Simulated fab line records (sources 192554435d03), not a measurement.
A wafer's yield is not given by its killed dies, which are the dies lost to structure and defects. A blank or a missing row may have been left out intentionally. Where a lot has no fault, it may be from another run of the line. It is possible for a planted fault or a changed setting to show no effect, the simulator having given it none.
Split-lot experiment / flow n5_finfet / route with 1938 steps; 7 lots, 21 wafers read

## THE SPLIT ITSELF
At N5_BEOL_M15_SPUTTER_44 (material Ta, target thk 15 nm, time 24.19 s), the setting power_w was moved away from the recipe's 15000 W on 6 of the 21 wafers read, by -11.4% to +12.6%. The other wafers ran this setting at the recipe's value.

The reading comes from the split's own step.

## THE READING
Ta_of_BEOL_M15_SPUTTER_44.thk_nm (the simulator's own value, which no gauge read), in nm, at N5_BEOL_M15_SPUTTER_44 (material Ta, target thk 15 nm, time 24.19 s). No usual value for it is given in the file. The 15 wafers here that ran the recipe average 14.9 nm, standard deviation 0.18 nm.

wafer=L075.2; tool, chamber at the split=pvd_sputter-01, -; power_w as run, W=15000; against the recipe=recipe; Ta_of_BEOL_M15_SPUTTER_44.thk_nm, nm=15; against lot-mates on the recipe=-
wafer=L075.5; tool, chamber at the split=pvd_sputter-01, -; power_w as run, W=15000; against the recipe=recipe; Ta_of_BEOL_M15_SPUTTER_44.thk_nm, nm=15; against lot-mates on the recipe=-
wafer=L075.6; tool, chamber at the split=pvd_sputter-01, -; power_w as run, W=13290; against the recipe=-11.4%; Ta_of_BEOL_M15_SPUTTER_44.thk_nm, nm=13.4; against lot-mates on the recipe=-1.6
wafer=L076.2; tool, chamber at the split=pvd_sputter-01, -; power_w as run, W=15000; against the recipe=recipe; Ta_of_BEOL_M15_SPUTTER_44.thk_nm, nm=15.2; against lot-mates on the recipe=-
wafer=L076.5; tool, chamber at the split=pvd_sputter-01, -; power_w as run, W=15000; against the recipe=recipe; Ta_of_BEOL_M15_SPUTTER_44.thk_nm, nm=15; against lot-mates on the recipe=-
wafer=L076.6; tool, chamber at the split=pvd_sputter-01, -; power_w as run, W=15000; against the recipe=recipe; Ta_of_BEOL_M15_SPUTTER_44.thk_nm, nm=14.6; against lot-mates on the recipe=-
wafer=L078.1; tool, chamber at the split=pvd_sputter-03, -; power_w as run, W=15000; against the recipe=recipe; Ta_of_BEOL_M15_SPUTTER_44.thk_nm, nm=15; against lot-mates on the recipe=-
wafer=L078.3; tool, chamber at the split=pvd_sputter-03, -; power_w as run, W=15000; against the recipe=recipe; Ta_of_BEOL_M15_SPUTTER_44.thk_nm, nm=14.8; against lot-mates on the recipe=-
wafer=L078.6; tool, chamber at the split=pvd_sputter-03, -; power_w as run, W=15000; against the recipe=recipe; Ta_of_BEOL_M15_SPUTTER_44.thk_nm, nm=15.2; against lot-mates on the recipe=-
wafer=L081.1; tool, chamber at the split=pvd_sputter-03, -; power_w as run, W=16890; against the recipe=+12.6%; Ta_of_BEOL_M15_SPUTTER_44.thk_nm, nm=16.8; against lot-mates on the recipe=+2.0
wafer=L081.4; tool, chamber at the split=pvd_sputter-03, -; power_w as run, W=16890; against the recipe=+12.6%; Ta_of_BEOL_M15_SPUTTER_44.thk_nm, nm=16.8; against lot-mates on the recipe=+2.0
wafer=L081.6; tool, chamber at the split=pvd_sputter-03, -; power_w as run, W=15000; against the recipe=recipe; Ta_of_BEOL_M15_SPUTTER_44.thk_nm, nm=14.8; against lot-mates on the recipe=-
wafer=L085.1; tool, chamber at the split=pvd_sputter-03, -; power_w as run, W=15000; against the recipe=recipe; Ta_of_BEOL_M15_SPUTTER_44.thk_nm, nm=14.8; against lot-mates on the recipe=-
wafer=L085.6; tool, chamber at the split=pvd_sputter-03, -; power_w as run, W=15000; against the recipe=recipe; Ta_of_BEOL_M15_SPUTTER_44.thk_nm, nm=14.8; against lot-mates on the recipe=-
wafer=L085.3; tool, chamber at the split=pvd_sputter-03, -; power_w as run, W=15000; against the recipe=recipe; Ta_of_BEOL_M15_SPUTTER_44.thk_nm, nm=15; against lot-mates on the recipe=-
wafer=L096.1; tool, chamber at the split=pvd_sputter-03, -; power_w as run, W=16130; against the recipe=+7.5%; Ta_of_BEOL_M15_SPUTTER_44.thk_nm, nm=16.2; against lot-mates on the recipe=+1.2
wafer=L096.3; tool, chamber at the split=pvd_sputter-03, -; power_w as run, W=16130; against the recipe=+7.5%; Ta_of_BEOL_M15_SPUTTER_44.thk_nm, nm=16.2; against lot-mates on the recipe=+1.2
wafer=L096.4; tool, chamber at the split=pvd_sputter-03, -; power_w as run, W=15000; against the recipe=recipe; Ta_of_BEOL_M15_SPUTTER_44.thk_nm, nm=15; against lot-mates on the recipe=-
wafer=L097.2; tool, chamber at the split=pvd_sputter-03, -; power_w as run, W=15000; against the recipe=recipe; Ta_of_BEOL_M15_SPUTTER_44.thk_nm, nm=14.8; against lot-mates on the recipe=-
wafer=L097.3; tool, chamber at the split=pvd_sputter-03, -; power_w as run, W=13350; against the recipe=-11.0%; Ta_of_BEOL_M15_SPUTTER_44.thk_nm, nm=13.2; against lot-mates on the recipe=-1.5
wafer=L097.6; tool, chamber at the split=pvd_sputter-03, -; power_w as run, W=15000; against the recipe=recipe; Ta_of_BEOL_M15_SPUTTER_44.thk_nm, nm=14.6; against lot-mates on the recipe=-

FIT RESULTS
A straight line over all 21 wafers: Ta_of_BEOL_M15_SPUTTER_44.thk_nm changes by +0.151 nm for each +1% of power_w; r = +0.98; the points scatter about the line by 0.17 nm.
The same after taking each lot's own level away (the mean of its wafers on the recipe; 21 wafers): +0.151 nm for each +1%; r = +0.99; scatter 0.14 nm.
Per that fit: largest power_w move, reading shift of 1.9 nm.
The lots' own levels span 14.70 to 15.00 nm, that is 1.7 times the standard deviation above.
The two slopes are in agreement: the lot-to-lot level therefore moves the slope only a little.
Check: for one of the wafers moved furthest among these (+12.6%), held out of the fit, the line's prediction against its lot-mates is +1.9 nm. Against them it came out at +2 nm.

## THE OTHER SPLITS THESE WAFERS WENT THROUGH
Note: prior to the reading, these wafers also went through further splits. Each is held against what the fit with the lots' levels taken away leaves over:
other split on the same wafers=N5_BEOL_M14_SPUTTER_43 power_w; wafers away from the commonest value=8; r with Ta_of_BEOL_M15_SPUTTER_44.thk_nm (lot level and that fit taken away)=+0.01
other split on the same wafers=N5_BEOL_M14_DEP_53 time_s; wafers away from the commonest value=10; r with Ta_of_BEOL_M15_SPUTTER_44.thk_nm (lot level and that fit taken away)=-0.05

## FILE'S OWN FIT
Ta_of_BEOL_M15_SPUTTER_44.thk_nm changes by +0.148 nm for each +1% of power_w, r = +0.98.
